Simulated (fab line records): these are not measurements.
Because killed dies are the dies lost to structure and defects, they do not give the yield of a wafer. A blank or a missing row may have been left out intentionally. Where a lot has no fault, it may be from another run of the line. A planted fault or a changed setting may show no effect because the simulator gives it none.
Matching of chambers | flow nand harc | wet bench-03 running NHARC_A_CHANNEL_HOLE_D2_PRECLEAN_29: 7 sister chambers
The step cleans in SC1. 11 wafers are shown with their chamber, then 7 later ones without.

WAFERS, EACH WITH ITS CHAMBER
wafer  | chamber | bath heat duty pct (%) | bath guard temp C (C)
L608.1 | 4       | 6.5                    | 50.2
L608.4 | 5       | 5.8                    | 49.3
L609.5 | 2       | 5.1                    | 50.1
L614.3 | 6       | 8.5                    | 50.0
L614.5 | 7       | 8.5                    | 50.1
L614.6 | 3       | 7.9                    | 50.0
L618.2 | 5       | 6.5                    | 49.5
L618.5 | 7       | 9.1                    | 50.0
L618.6 | 0       | 7.7                    | 50.2
L619.2 | 3       | 8.1                    | 49.5
L619.3 | 2       | 4.7                    | 50.3

WAFERS WHOSE CHAMBER IS MISSING
wafer  | bath heat duty pct (%) | bath guard temp C (C)
L619.6 | 5.4                    | 49.4
L623.1 | 8.1                    | 49.9
L623.4 | 7.1                    | 50.1
L623.6 | 5.8                    | 50.0
L624.3 | 9.2                    | 49.9
L624.4 | 5.5                    | 49.6
L624.5 | 7.3                    | 49.7

CHAMBER TAKEN BY EACH
wafer  | from the rows above                    | in truth
L619.6 | 5                                      | 5
L623.1 | can't be placed: 3 or 6 or 0 or 7      | 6
L623.4 | can't be placed: 4 or 0 or 3           | 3
L623.6 | can't be placed: 4 or 2 or 5           | 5
L624.3 | can't be placed: 7 or 6                | 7
L624.4 | can't be placed: 5 or 2 or 4           | 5
L624.5 | can't be placed: 3 or 0 or 4 or 5 or 6 | 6
Correctly placed: 1 of 7. From these rows, 6 cannot be placed; in 6 the true chamber is one of the candidates. Number placed wrongly: 0.
How it was worked out, from the rows above alone: a wafer's distance from a chamber is the root of the sum, over the readings, of the square of ((its reading less the chamber's mean) divided by the reading's scatter). The wafer belongs to the nearest chamber; if the next one is less than 2 further off, it can't be placed. For every chamber, the mean is computed from those of its wafers that are shown. The scatter: the root of (the sum of the squares of (reading less its chamber's mean) over the shown wafers, divided by (wafers less chambers)).
